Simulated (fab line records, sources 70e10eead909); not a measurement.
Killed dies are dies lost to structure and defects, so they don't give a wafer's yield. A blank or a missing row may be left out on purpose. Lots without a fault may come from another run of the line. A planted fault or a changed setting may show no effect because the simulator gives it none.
fab line records | flow nand_harc
record lots=6 wafers=18 last_day=30
route steps=1302 shown P_GATE@196 P_CONTACT@217 END@1302
lots that met no fault: from a run of the same line without faults
start_h: hours from the record's first day to the start of the lot's first wafer shown | wait_h: hours since the lot's step before | " the same as in the row above | L1.1+2: a row that stands for several wafers | - no value, or no start given | * or withheld: withheld | < > ~ a bound
route shown NAME@n: a module of which the file shows steps, and the number in the route of the first | usual: mean/standard deviation of fault-free wafers | same: alike in all rows | chamber/n: place in a boat | sites: the reading at each site | _std_site: their standard deviation | _edge_site: outer sites' mean less inner sites' | radius_mm: how far each site lies from the wafer's centre | mask NAME#n: copy n | behind: the tool/chamber that last shaped the wafer | hold: why the lot was held/for how many hours/how that ended | device: the transistor (n, p or np) that didn't switch | end of line: the same wafers' tests at the end of the route | a step without rows: its recipe alone | killed: dies lost to structure and defects at the first sort, not the wafer's yield | map: a wafer's dies, x killed, . not, _ none there
set.NAME: the setting as run; set.NAME@STEP: as run at that earlier step | model.NAME: the simulator's own value behind a step, which no gauge read
lots at some steps of the route; a table a step, a row a wafer
services: from which hour (start_h, from the record's first day; less than 0 if before it) a tool's chamber was out of use, for how many hours, and why
## steps
# step NHARC_P_GATE_EBR_87
# step NHARC_P_GATE_EXPOSE_88
# recipe na=0.6 target_cd_nm=2000 dose_mj=11.87 mask_id=P_HVN
# step NHARC_P_GATE_PEB_89
# recipe peb_temp_c=118 peb_time_s=85
# step NHARC_P_GATE_DEVELOP_90
# recipe time_s=70
# step NHARC_P_GATE_CD_MEAS_91
# recipe target_cd_nm=2000 landing_energy_ev=500
# usual cd_nm=1999.8/1.1
# columns lot.wafer tool chamber start_h wait_h cd_nm
L219.1 cd_sem-01 0 123.28 - 2000.0
L219.2 " 0 " " 2000.0
L219.3 " 0 " " 2000.4
L227.1 cd_sem-02 0 207.56 - 1999.0
L227.2 " 0 " " 2001.8
L227.4 " 0 " " 2000.5
L228.1 cd_sem-03 0 223.84 - 1999.6
L228.4 " 0 " " 2000.8
L228.5 " 0 " " 2000.5
L229.1 cd_sem-03 0 225.07 - 1999.0
L229.3 " 0 " " 1998.9
L229.6 " 0 " " 2000.3
L230.1 cd_sem-02 0 238.75 - 1998.2
L230.2 " 0 " " 1998.3
L230.4 " 0 " " 1998.3
L235.1 cd_sem-02 0 278.53 - 2000.6
L235.3 " 0 " " 2001.1
L235.6 " 0 " " 2000.8
# step NHARC_P_GATE_HARDBAKE_92
# recipe temp_c=125 time_s=80
# step NHARC_P_GATE_DESCUM_93
# recipe time_s=3 o2_flow_sccm=200 ar_flow_sccm=0 bias_power_w=0 chemistry=O2
# step NHARC_P_GATE_IMPLANT_94
# recipe energy_kev=60 dose_cm2=2e+15 tilt_deg=7
# step NHARC_P_GATE_STRIP_113
# recipe power_w=1500 temp_c=110 time_s=740 chemistry=N2/H2
# usual drypump_motor_current_A=5.3/0.41 heater_power_w=87/5.9 rf_refl_power_W=17/5
# columns lot.wafer tool chamber start_h wait_h drypump_motor_current_A heater_power_w rf_hours_counter_h rf_refl_power_W
L219.1 plasma_asher-02 1 123.81 0.2 5.4 97 7 25
L219.2 " 0 " " 5.4 84 7 16
L219.3 " 0 " " 5.4 83 - 15
L227.1 plasma_asher-01 1 208.09 0.2 4.6 82 2 18
L227.2 " 0 " " 5.7 84 2 11
L227.4 " 0 " " 5.7 85 - 12
L228.1 plasma_asher-01 0 224.49 0.3 5.7 83 6 12
L228.4 " 1 " " 4.6 83 - 19
L228.5 " 1 " " 4.6 86 - 19
L229.1 plasma_asher-02 0 225.72 0.3 5.4 85 28 15
L229.3 " 0 " " 5.4 84 - 15
L229.6 " 1 " " 5.4 100 - 25
L230.2 plasma_asher-02 1 239.28 0.2 5.4 96 30 25
L230.1 " 0 " " 5.3 83 30 15
L230.4 " 0 " " 5.3 84 - 15
L235.1 plasma_asher-01 0 279.05 0.2 5.7 83 18 10
L235.3 " 1 " " 4.6 83 - 19
L235.6 " 0 " " 5.7 82 - 11
# step NHARC_P_GATE_STRIP_95
# recipe power_w=1500 temp_c=250 chemistry=O2
# step NHARC_P_GATE_STRIP_96
# recipe time_s=900 temp_c=130 chemistry=SPM
# step NHARC_P_GATE_RTA_64
# recipe temp_c=1050 time_s=1
# usual lamp_power_pct=30.3/2.7 wafer_temp_C_max=1053.7/1.1
# columns lot.wafer tool chamber start_h wait_h lamp_power_pct wafer_temp_C_max
L219.1 rtp_anneal-01 0 125.07 - 33.0 1053.3
L219.2 " 0 " " 33.0 1052.7
L219.3 " 0 " " 33.0 1052.4
L227.1 rtp_anneal-02 0 209.37 - 27.6 1054.3
L227.2 " 0 " " 27.6 1056.4
L227.4 " 0 " " 27.6 1054.3
L228.1 rtp_anneal-01 0 225.64 - 33.0 1052.6
L228.4 " 0 " " 33.0 1053.3
L228.5 " 0 " " 33.0 1052.8
L229.1 rtp_anneal-02 0 227.21 - 27.6 1054.1
L229.3 " 0 " " 27.6 1054.1
L229.6 " 0 " " 27.6 1055.8
L230.1 rtp_anneal-02 0 240.54 - 27.6 1055.6
L230.2 " 0 " " 27.5 1054.7
L230.4 " 0 " " 27.6 1054.6
L235.1 rtp_anneal-01 0 280.42 - 33.0 1052.6
L235.3 " 0 " " 33.0 1052.3
L235.6 " 0 " " 33.0 1053.2
# step NHARC_P_GATE_ETCH_77
# recipe target_depth_a=60 chemistry=dHF material=SiO2
# columns lot.wafer tool chamber start_h wait_h
L219.3+1+2 wet_bench-03 2,4,5 125.27 0.1
L227.1+4+2 wet_bench-01 2,3,4 209.57 0.2
L228.5+1+4 wet_bench-01 0,3,4 225.84 0.1
L229.1+3+6 wet_bench-01 1,3,4 227.42 0.2
L230.1+2+4 wet_bench-03 4,6,0 240.75 0.2
L235.6+3+1 wet_bench-04 5,7,1 280.62 0.0
# step NHARC_P_GATE_DEGAS_109
# recipe temp_c=300 time_s=60
# usual heater_power_w=443/46
# columns lot.wafer tool chamber start_h wait_h heater_power_w
L219.3 pvd_sputter-02 - 125.38 0.1 400
L219.2 " - " " 416
L219.1 " - " " 412
L227.1 pvd_sputter-01 - 209.67 0.1 509
L227.2 " - " " 506
L227.4 " - " " 477
L228.1 pvd_sputter-02 - 225.94 0.1 459
L228.4 " - " " 418
L228.5 " - " " 414
L229.3 pvd_sputter-03 - 227.51 0.1 476
L229.1 " - " " 362
L229.6 " - " " 456
L230.4 pvd_sputter-01 - 240.85 0.1 427
L230.1 " - " " 504
L230.2 " - " " 511
L235.3 pvd_sputter-03 - 280.73 0.1 471
L235.1 " - " " 408
L235.6 " - " " 453
# step NHARC_P_GATE_PRE_CLEAN_110
# recipe time_s=30 bias_v=200 gas=Ar
# step NHARC_P_GATE_SPUTTER_78
# recipe target_thk_a=100 material=Ni
# step NHARC_P_GATE_SPUTTER_79
# recipe target_thk_a=100 material=TiN
# step NHARC_P_GATE_RTA_80
# recipe temp_c=300 time_s=30
# step NHARC_P_GATE_STRIP_67
# recipe time_s=600 temp_c=130 chemistry=SPM
# step NHARC_P_GATE_RTA_82
# recipe temp_c=450 time_s=30
# usual lamp_power_pct=3.5/0.31 wafer_temp_C_max=451.7/0.46
# columns lot.wafer tool chamber start_h wait_h lamp_power_pct wafer_temp_C_max
L219.1 rtp_anneal-01 0 126.20 - 3.9 451.5
L219.2 " 0 " " 3.9 451.1
L219.3 " 0 " " 3.9 451.0
L227.1 rtp_anneal-02 0 210.43 - 3.2 452.8
L227.2 " 0 " " 3.2 451.5
L227.4 " 0 " " 3.2 451.8
L228.1 rtp_anneal-02 0 226.69 - 3.2 452.0
L228.4 " 0 " " 3.2 452.4
L228.5 " 0 " " 3.2 451.4
L229.1 rtp_anneal-02 0 228.27 - 3.2 452.1
L229.3 " 0 " " 3.2 451.9
L229.6 " 0 " " 3.2 452.3
L230.1 rtp_anneal-01 0 241.60 - 3.9 451.6
L230.2 " 0 " " 3.9 451.9
L230.4 " 0 " " 3.9 451.5
L235.1 rtp_anneal-02 0 281.48 - 3.2 451.9
L235.3 " 0 " " 3.2 452.4
L235.6 " 0 " " 3.2 451.3
# step NHARC_P_GATE_INSPECT_68
# usual raw_defect_count=182/72
# columns lot.wafer tool chamber start_h wait_h raw_defect_count
L219.1 defect_inspect-01 - 126.40 0.2 249
L219.2 " - " " 181
L219.3 " - " " 176
L227.1 defect_inspect-02 - 210.63 0.2 235
L227.2 " - " " 170
L227.4 " - " " 154
L228.1 defect_inspect-02 - 226.89 0.2 573
L228.4 " - " " 476
L228.5 " - " " 504
L229.1 defect_inspect-01 - 228.47 0.2 583
L229.3 " - " " 493
L229.6 " - " " 676
L230.1 defect_inspect-02 - 241.80 0.2 216
L230.2 " - " " 118
L230.4 " - " " 252
L235.1 defect_inspect-01 - 281.68 0.2 225
L235.3 " - " " 187
L235.6 " - " " 205
# step NHARC_P_CONTACT_DEP_30
# recipe target_thk_a=300 temp_c=400 target_thk_nm=30 flow_sccm=200 rf_w=450 material=SiNx
# usual heater_power_w=710/86
# columns lot.wafer tool chamber start_h wait_h heater_power_w
L219.1 pecvd-04 2 126.46 0.1 714
L219.2 " 0 " " 628
L219.3 " 1 " " 617
L227.1 pecvd-01 2 210.73 0.1 772
L227.2 " 0 " " 849
L227.4 " 1 " " 661
L228.1 pecvd-03 1 227.04 0.1 560
L228.4 " 0 " " 782
L228.5 " 1 " " 568
L229.1 pecvd-04 1 228.53 0.1 616
L229.3 " 0 " " 716
L229.6 " 1 " " 618
L230.1 pecvd-01 2 241.87 0.1 792
L230.2 " 1 " " 617
L230.4 " 0 " " 724
L235.1 pecvd-01 1 281.78 0.1 651
L235.3 " 2 " " 931
L235.6 " 2 " " 914
# step NHARC_END_SORT_01
# recipe temp_c=25
# usual killed_at_array=55/17 killed_at_other=1.1/1.4 killed_at_periphery=3.9/3 killed_dies=59/17 killed_open=3.5/2 killed_short=2.6/1.6
# same gross_dies=677
# columns lot.wafer tool chamber start_h wait_h killed_at_array killed_at_other killed_at_periphery killed_dies killed_open killed_short
L227.1 prober-02 0 656.47 2.5 57 1 4 62 2 2
L227.2 prober-02 0 657.27 2.8 53 0 6 59 4 3
L227.4 prober-02 0 658.87 3.4 54 0 3 57 4 6
L228.1 prober-01 0 667.74 2.5 14 3 72 89 1 2
L228.4 prober-01 0 670.15 3.4 19 2 58 79 3 5
L228.5 prober-01 0 670.95 3.7 13 1 80 94 5 2
L229.1 prober-02 0 667.78 2.5 50 0 58 108 2 1
L229.3 prober-02 0 669.37 3.1 44 1 81 126 1 0
L229.6 prober-02 0 671.76 4.0 55 0 64 119 3 1
L235.1 prober-01 0 720.33 2.5 21 6 2 29 3 2
L235.3 prober-01 0 721.93 3.1 21 3 2 26 5 0
L235.6 prober-01 0 724.33 4.0 33 4 3 40 8 0
# killed by level:class
L227.1 A_SLIT:chamber_film_flake=27 A_CHANNEL_HOLE_D1:chamber_film_flake=10 A_CHANNEL_HOLE_D2:chamber_film_flake=9 P_ZERO_WELL:chamber_film_flake=3 A_CONTACT:chamber_film_flake=3 A_ZERO_WELL:chamber_film_flake=2 A_WL_FILL:chamber_film_flake=2 A_CHANNEL_FILL_D1:geometric_particle:open=1
L227.2 A_SLIT:chamber_film_flake=27 A_CHANNEL_HOLE_D2:chamber_film_flake=9 A_CHANNEL_HOLE_D1:chamber_film_flake=7 P_ZERO_WELL:chamber_film_flake=3 A_WL_FILL:chamber_film_flake=3 P_CONTACT:geometric_particle:open=1 P_M2:geometric_particle:open=1 A_CHANNEL_FILL_D1:geometric_particle:short=1
L227.4 A_SLIT:chamber_film_flake=31 A_CHANNEL_HOLE_D2:chamber_film_flake=8 A_CHANNEL_HOLE_D1:chamber_film_flake=4 A_CONTACT:chamber_film_flake=2 P_M0:geometric_particle:short=1 P_M0:geometric_particle:open=1 P_M2:geometric_particle:open=1 A_SOURCE_PLATE:geometric_particle:short=1
L228.1 P_GATE:unspecified=72 A_CHANNEL_HOLE_D1:chamber_film_flake=8 THIN_TSV:chamber_film_flake=3 A_CONTACT:chamber_film_flake=2 A_ONON_D1:geometric_particle:short=1 A_ONON_D2:geometric_particle:short=1 A_CONTACT:geometric_particle:open=1 A_STAIRCASE:chamber_film_flake=1
L229.1 P_GATE:unspecified=55 A_SLIT:chamber_film_flake=28 A_CHANNEL_HOLE_D2:chamber_film_flake=10 A_CHANNEL_HOLE_D1:chamber_film_flake=3 P_M1:chamber_film_flake=2 P_GATE:geometric_particle:open=1 A_SOURCE_PLATE:geometric_particle:short=1 A_CHANNEL_FILL_D2:geometric_particle:open=1
L229.3 P_GATE:unspecified=80 A_SLIT:chamber_film_flake=30 A_CHANNEL_HOLE_D2:chamber_film_flake=8 A_CHANNEL_HOLE_D1:chamber_film_flake=2 A_CONTACT:chamber_film_flake=2 P_GATE:chamber_film_flake=1 STARTING-WAFER:geometric_particle:open=1 A_DECK1_JOINT:chamber_film_flake=1
L228.4 P_GATE:unspecified=54 A_CHANNEL_HOLE_D1:chamber_film_flake=8 A_SLIT:chamber_film_flake=3 A_ONON_D1:geometric_particle:short=2 THIN_TSV:chamber_film_flake=2 P_GATE:geometric_particle:open=1 P_CONTACT:geometric_particle:open=1 P_M0:geometric_particle:open=1
L228.5 P_GATE:unspecified=78 A_CHANNEL_HOLE_D1:chamber_film_flake=3 A_CHANNEL_FILL_D2:geometric_particle:open=2 A_CHANNEL_HOLE_D2:chamber_film_flake=2 P_CONTACT:geometric_particle:open=1 A_ONON_D1:geometric_particle:short=1 A_ONON_D2:geometric_particle:short=1 A_CONTACT:geometric_particle:open=1
L229.6 P_GATE:unspecified=62 A_SLIT:chamber_film_flake=33 A_CHANNEL_HOLE_D2:chamber_film_flake=10 A_CONTACT:chamber_film_flake=3 P_M1:chamber_film_flake=2 A_WL_FILL:chamber_film_flake=2 A_SOURCE_PLATE:geometric_particle:open=1 A_CHANNEL_FILL_D2:geometric_particle:open=1
L235.1 A_CHANNEL_HOLE_D1:chamber_film_flake=11 THIN_TSV:chamber_film_flake=6 A_SLIT:chamber_film_flake=2 A_CONTACT:chamber_film_flake=2 P_CONTACT:geometric_particle:open=1 P_M0:geometric_particle:short=1 A_DECK1_JOINT:geometric_particle:open=1 A_CHANNEL_FILL_D2:geometric_particle:short=1
L235.3 A_CHANNEL_HOLE_D1:chamber_film_flake=9 A_SLIT:chamber_film_flake=3 THIN_TSV:chamber_film_flake=3 A_WL_FILL:geometric_particle:open=2 A_CONTACT:chamber_film_flake=2 P_M0:geometric_particle:open=1 P_M2:geometric_particle:open=1 A_STAIRCASE:geometric_particle:open=1
L235.6 A_CHANNEL_HOLE_D1:chamber_film_flake=13 A_CONTACT:chamber_film_flake=7 A_SLIT:chamber_film_flake=6 THIN_TSV:chamber_film_flake=4 A_M0:geometric_particle:open=3 P_CONTACT:geometric_particle:open=1 P_M0:geometric_particle:open=1 P_M2:geometric_particle:open=1
# map L228.5 (x killed, . not)
____________.____________
_________......._________
_______..........._______
______......x......______
_____..............._____
____x.............x..____
____.......x.........____
___.........x.........___
___...................___
__.....................__
__.....................__
_..........x............_
_......................._
_.....................x._
_......................._
_......................._
.........................
.......................x.
.........................
........................x
........................x
_.............x........._
_...........x..x..x....._
_.............x...x....._
_..........x.xxx..x....._
_.........x.xxxxx.x....._
__........xxxxxxxx.....__
__......xxxxxxxxx......__
___.......xxxxxxxx....___
___......x.xxxxxxx....___
____.....xxxxxxxxx...____
____......xxxxx......____
_____....x.xxxxx.x.._____
______...x..xxxxx..______
_______....x.xx.x._______
_________....xx._________
____________.____________
# map L229.3 (x killed, . not)
____________.____________
_________......._________
_______..........._______
______.............______
_____..............._____
____.................____
____.............x...____
___...................___
___...................___
__....................x__
__.....................__
_.x....................._
_.x....................._
_...................x..._
_xxxxxx................._
_.xxx.x................._
x.xxxxx..................
.xxxxx.x.................
.xxxxx...................
..x.xxx..................
...x.x...................
_....x.................._
_.xx...................._
_......x..x............._
_......................._
_....xx...xxx..........._
__......xxxxxx....x....__
__.....xxxxxxxx........__
___xx..xxxxxxxx.......___
___....xxxxxxxxx......___
____...xxxxxxxx.x....____
____..x.xxxxxxx......____
_____...xxxxxxx....._____
______.xxxxxxx.....______
_______.xxxxxxxx.._______
_________xxxx.x._________
____________.____________
## services
# columns tool chamber start_h hours kind
wet_bench-01 - 101.61 8.0 pm
pvd_sputter-02 - 104.02 10.0 pm
pecvd-04 2 107.49 11.0 repair
wet_bench-01 0 109.61 - consumable_replace:bath
wet_bench-01 0 109.61 - consumable_replace:filter
pvd_sputter-03 - 110.19 2.2 repair
pecvd-01 - 130.00 13.0 pm
pvd_sputter-03 - 170.00 10.0 pm
plasma_asher-01 - 178.44 9.0 pm
pecvd-03 - 185.12 13.0 pm
pvd_sputter-02 - 185.45 1.8 repair
pecvd-04 0 204.08 6.5 repair
plasma_asher-02 - 206.38 2.4 repair
wet_bench-03 - 210.40 8.0 pm
plasma_asher-02 - 212.58 2.8 repair
wet_bench-04 - 216.55 1.6 repair
pvd_sputter-01 - 226.04 10.0 pm
wet_bench-04 - 227.20 8.0 pm
pvd_sputter-02 - 239.15 0.5 repair
plasma_asher-02 - 249.39 9.0 pm
pvd_sputter-03 - 252.23 9.5 repair
plasma_asher-01 - 266.46 5.2 repair
pecvd-04 - 269.17 13.0 pm
wet_bench-01 - 277.61 8.0 pm
## key
first_sign step=NHARC_P_GATE_INSPECT_68 reading=raw_defect_count direction=up sigmas=5.1 usual=182 struck=551
effect step=NHARC_END_SORT_01 reading=killed_at_periphery direction=up sigmas=22 usual=3.9 struck=68.8
more_kills_born_at NHARC_P_GATE_ETCH_77@wet_bench-01=401
met_at NHARC_P_GATE_ETCH_77
struck_wafers L228.1,L228.4,L228.5,L229.1,L229.3,L229.6
tester_left_out L228,L229
onset_between 209.57 225.84
fault kind=chamber_particle_source tool=wet_bench-01 chamber=- onset_h=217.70 steps=NHARC_P_GATE_ETCH_77 rate_per_visit_cm2=0.59077 end_h=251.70
# tester_left_out: of these lots the tester's yield and bins aren't shown, on N5 and GAA mostly nor the transistor test; their killed dies are dies lost to structure and defects alone, not to doping, threshold or leakage, so they don't give the yield
